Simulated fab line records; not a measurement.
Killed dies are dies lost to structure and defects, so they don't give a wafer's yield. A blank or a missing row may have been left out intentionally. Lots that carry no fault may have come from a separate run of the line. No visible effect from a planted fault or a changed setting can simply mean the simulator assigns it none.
Split-lot study / flow n5Finfet / 21 wafers read across 7 lots, on a route 1938 steps long

ABOUT THE SPLIT
At N5_SDB_COAT_05 (resist thk 90 nm), the setting spinRpm was moved away from the recipe's 1500 rpm on 8 of the 21 wafers read, by -11.1% to +6.7%. All remaining wafers had this setting at the recipe value.

FROM THE SPLIT TO THE READING: what the file shows between them, 2 steps
- N5_SDB_EXPOSE_08: exposes mask SDB (also split here: doseMj)
- N5_SDB_PEB_09: peb time 60 s

THE READING
CAR-ArF_of_SDB_COAT_05.thkNm (the simulator's own value, which no gauge read), in nm, at N5_SDB_DEVELOP_10 (develop time 30 s). The file does not state a usual value for it. The 13 wafers here that ran the recipe average 88.5 nm, standard deviation 0.32 nm.

wafer=L074.1; tool, chamber at the split=lithoTrack-05, 0; spinRpm as run, rpm=1601; against the recipe=+6.7%; CAR-ArF_of_SDB_COAT_05.thkNm, nm=85.6; against lot-mates on the recipe=-3.0
wafer=L074.4; tool, chamber at the split=lithoTrack-05, 0; spinRpm as run, rpm=1601; against the recipe=+6.7%; CAR-ArF_of_SDB_COAT_05.thkNm, nm=85.6; against lot-mates on the recipe=-3.0
wafer=L074.5; tool, chamber at the split=lithoTrack-05, 0; spinRpm as run, rpm=1500; against the recipe=recipe; CAR-ArF_of_SDB_COAT_05.thkNm, nm=88.6; against lot-mates on the recipe=-
wafer=L077.1; tool, chamber at the split=lithoTrack-05, 0; spinRpm as run, rpm=1500; against the recipe=recipe; CAR-ArF_of_SDB_COAT_05.thkNm, nm=88.2; against lot-mates on the recipe=-
wafer=L077.3; tool, chamber at the split=lithoTrack-05, 0; spinRpm as run, rpm=1500; against the recipe=recipe; CAR-ArF_of_SDB_COAT_05.thkNm, nm=88.2; against lot-mates on the recipe=-
wafer=L077.5; tool, chamber at the split=lithoTrack-05, 0; spinRpm as run, rpm=1500; against the recipe=recipe; CAR-ArF_of_SDB_COAT_05.thkNm, nm=88; against lot-mates on the recipe=-
wafer=L079.2; tool, chamber at the split=lithoTrack-02, 0; spinRpm as run, rpm=1500; against the recipe=recipe; CAR-ArF_of_SDB_COAT_05.thkNm, nm=88.6; against lot-mates on the recipe=-
wafer=L079.6; tool, chamber at the split=lithoTrack-02, 0; spinRpm as run, rpm=1500; against the recipe=recipe; CAR-ArF_of_SDB_COAT_05.thkNm, nm=88.6; against lot-mates on the recipe=-
wafer=L079.4; tool, chamber at the split=lithoTrack-02, 0; spinRpm as run, rpm=1500; against the recipe=recipe; CAR-ArF_of_SDB_COAT_05.thkNm, nm=89; against lot-mates on the recipe=-
wafer=L080.2; tool, chamber at the split=lithoTrack-04, 0; spinRpm as run, rpm=1334; against the recipe=-11.1%; CAR-ArF_of_SDB_COAT_05.thkNm, nm=94; against lot-mates on the recipe=+5.4
wafer=L080.5; tool, chamber at the split=lithoTrack-04, 0; spinRpm as run, rpm=1334; against the recipe=-11.1%; CAR-ArF_of_SDB_COAT_05.thkNm, nm=94; against lot-mates on the recipe=+5.4
wafer=L080.4; tool, chamber at the split=lithoTrack-04, 0; spinRpm as run, rpm=1500; against the recipe=recipe; CAR-ArF_of_SDB_COAT_05.thkNm, nm=88.6; against lot-mates on the recipe=-
wafer=L083.1; tool, chamber at the split=lithoTrack-04, 0; spinRpm as run, rpm=1545; against the recipe=+3.0%; CAR-ArF_of_SDB_COAT_05.thkNm, nm=87; against lot-mates on the recipe=-1.2
wafer=L083.6; tool, chamber at the split=lithoTrack-04, 0; spinRpm as run, rpm=1545; against the recipe=+3.0%; CAR-ArF_of_SDB_COAT_05.thkNm, nm=87; against lot-mates on the recipe=-1.2
wafer=L083.4; tool, chamber at the split=lithoTrack-04, 0; spinRpm as run, rpm=1500; against the recipe=recipe; CAR-ArF_of_SDB_COAT_05.thkNm, nm=88.2; against lot-mates on the recipe=-
wafer=L094.1; tool, chamber at the split=lithoTrack-05, 0; spinRpm as run, rpm=1599; against the recipe=+6.6%; CAR-ArF_of_SDB_COAT_05.thkNm, nm=85.8; against lot-mates on the recipe=-3.1
wafer=L094.3; tool, chamber at the split=lithoTrack-05, 0; spinRpm as run, rpm=1500; against the recipe=recipe; CAR-ArF_of_SDB_COAT_05.thkNm, nm=89; against lot-mates on the recipe=-
wafer=L094.6; tool, chamber at the split=lithoTrack-05, 0; spinRpm as run, rpm=1500; against the recipe=recipe; CAR-ArF_of_SDB_COAT_05.thkNm, nm=88.8; against lot-mates on the recipe=-
wafer=L095.2; tool, chamber at the split=lithoTrack-04, 0; spinRpm as run, rpm=1500; against the recipe=recipe; CAR-ArF_of_SDB_COAT_05.thkNm, nm=88.2; against lot-mates on the recipe=-
wafer=L095.3; tool, chamber at the split=lithoTrack-04, 0; spinRpm as run, rpm=1500; against the recipe=recipe; CAR-ArF_of_SDB_COAT_05.thkNm, nm=88.2; against lot-mates on the recipe=-
wafer=L095.5; tool, chamber at the split=lithoTrack-04, 0; spinRpm as run, rpm=1591; against the recipe=+6.1%; CAR-ArF_of_SDB_COAT_05.thkNm, nm=85.6; against lot-mates on the recipe=-2.6

FIT RESULTS
A straight line over all 21 wafers: CAR-ArF_of_SDB_COAT_05.thkNm changes by -0.474 nm for each +1% of spinRpm; r = -0.99; the points scatter about the line by 0.31 nm.
The same after taking each lot's own level away (the mean of its wafers on the recipe; 21 wafers): -0.47 nm for each +1%; r = -1.00; scatter 0.13 nm.
According to that fit, moving spinRpm by its largest amount changes the reading by 5.2 nm.
The lots' own levels span 88.13 to 88.90 nm, that is 2.4 times the standard deviation above.
The two slopes are in agreement: the lot-to-lot level therefore moves the slope only a little.
Check: with one of the wafers moved furthest among these (-11.1%) left out of the fit, the line predicts +5.2 nm for it against its lot-mates. Against them it came out at +5.4 nm.

THE OTHER SPLITS THESE WAFERS WENT THROUGH
Before the reading, these wafers also passed through other splits. Each is held against what the fit with the lots' levels taken away leaves over:
other split on the same wafers=N5_SD_EPI_N_DESCUM_14 timeS; wafers away from the commonest value=6; r with CAR-ArF_of_SDB_COAT_05.thkNm (lot level and that fit taken away)=-0.09
other split on the same wafers=N5_SDB_EXPOSE_08 doseMj; wafers away from the commonest value=8; r with CAR-ArF_of_SDB_COAT_05.thkNm (lot level and that fit taken away)=+0.18

THE WHOLE CHAIN: every reading that the file lists as answering this split, in the file's order
step=N5_SDB_COAT_05; what it does=resist thk 90 nm; reading=CAR-ArF_of_SDB_COAT_05.thkNm (the simulator's own value, which no gauge read); change (the file's fit)=-0.449 nm for each +1% of the setting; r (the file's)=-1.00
step=N5_SDB_DEVELOP_10; what it does=develop time 30 s; reading=CAR-ArF_of_SDB_COAT_05.thkNm (the simulator's own value, which no gauge read); change (the file's fit)=-0.466 nm for each +1% of the setting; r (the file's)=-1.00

THE FILE'S OWN FIT
CAR-ArF_of_SDB_COAT_05.thkNm changes by -0.466 nm for each +1% of spinRpm, r = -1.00.
